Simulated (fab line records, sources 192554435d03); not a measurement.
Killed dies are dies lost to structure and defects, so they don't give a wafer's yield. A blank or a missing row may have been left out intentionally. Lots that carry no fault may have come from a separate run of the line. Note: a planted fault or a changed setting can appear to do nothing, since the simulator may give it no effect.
Chamber matching + flow n5 finfet + N5_BEOL_M6_DESCUM_33 on rie diel-05: 4 sister chambers
The step chemistry O2, time 7 s. 4 wafers are shown with their chamber, then 9 later ones without.

== WAFERS, EACH WITH ITS CHAMBER ==
| wafer  | chamber | drypump motor current A (A) |
|--------|---------|-----------------------------|
| L084.6 | 3       | 5.7                         |
| L089.2 | 1       | 5.1                         |
| L089.3 | 2       | 5.9                         |
| L089.4 | 0       | 6.4                         |

== WAFERS WITHOUT THEIR CHAMBER ==
| wafer  | drypump motor current A (A) |
|--------|-----------------------------|
| L091.3 | 5.7                         |
| L091.4 | 6.5                         |
| L091.5 | 5.1                         |
| L095.1 | 6.0                         |
| L095.2 | 5.1                         |
| L095.3 | 5.7                         |
| L095.4 | 6.4                         |
| L095.5 | 5.7                         |
| L095.6 | 5.9                         |

== CHAMBER TAKEN BY EACH ==
| wafer  | from the rows above | in truth |
|--------|---------------------|----------|
| L091.3 | 3                   | 3        |
| L091.4 | 0                   | 0        |
| L091.5 | 1                   | 1        |
| L095.1 | 2                   | 2        |
| L095.2 | 1                   | 1        |
| L095.3 | 3                   | 3        |
| L095.4 | 0                   | 0        |
| L095.5 | 3                   | 3        |
| L095.6 | 2                   | 2        |
Correctly placed: 9 of 9. Not placeable from these rows: 0. Number placed wrongly: 0.
How it was worked out, from the rows above alone: a wafer's distance from a chamber is the root of the sum, over the readings, of the square of ((its reading less the chamber's mean) divided by the reading's scatter). If the next closest chamber is less than 2 further off than the closest, the wafer can't be placed; otherwise it belongs to the closest. A chamber's mean is the mean of its shown wafers. The scatter: with one shown wafer a chamber, the root of the mean of the squares of how far each hidden wafer lies from its nearest shown one.
